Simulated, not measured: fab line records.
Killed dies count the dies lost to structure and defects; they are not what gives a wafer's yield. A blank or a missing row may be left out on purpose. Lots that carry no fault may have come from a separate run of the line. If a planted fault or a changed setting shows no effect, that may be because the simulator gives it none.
Matching of chambers	flow nand harc	pecvd-02 running NHARC_P_M2_PRE_CLEAN_32: 3 sister chambers
The step time 12 s. 6 wafers are shown with their chamber, then 12 later ones without.

EACH WAFER AND ITS CHAMBER
wafer	chamber	heater power w (W)
L086.2	0	603
L092.3	0	703
L092.6	2	592
L091.2	2	648
L091.3	1	630
L091.5	1	636

WAFERS WITHOUT THEIR CHAMBER
wafer	heater power w (W)
L093.2	681
L093.4	668
L093.5	575
L094.2	629
L094.3	635
L094.5	644
L095.1	689
L095.3	608
L095.5	632
L096.3	617
L096.5	671
L096.6	580

WHICH CHAMBER EACH ONE RAN IN
wafer	from the rows above	in truth
L093.2	can't be placed: 0 or 1 or 2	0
L093.4	can't be placed: 0 or 1 or 2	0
L093.5	can't be placed: 2 or 1 or 0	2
L094.2	can't be placed: 1 or 2 or 0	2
L094.3	can't be placed: 1 or 2 or 0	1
L094.5	can't be placed: 0 or 1 or 2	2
L095.1	can't be placed: 0 or 1 or 2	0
L095.3	can't be placed: 2 or 1 or 0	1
L095.5	can't be placed: 1 or 2 or 0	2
L096.3	can't be placed: 2 or 1 or 0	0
L096.5	can't be placed: 0 or 1 or 2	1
L096.6	can't be placed: 2 or 1 or 0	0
Placed correctly: 0 of 12. Unplaceable from these rows: 12, with the true chamber sitting among the candidates in 12. 0 placed wrongly.
How it was worked out, from the rows above alone: a wafer's distance from a chamber is the root of the sum, over the readings, of the square of ((its reading less the chamber's mean) divided by the reading's scatter). The wafer belongs to the nearest chamber; if the next one is less than 2 further off, it can't be placed. A chamber's mean is the mean of its shown wafers. The scatter: the root of (the sum of the squares of (reading less its chamber's mean) over the shown wafers, divided by (wafers less chambers)).
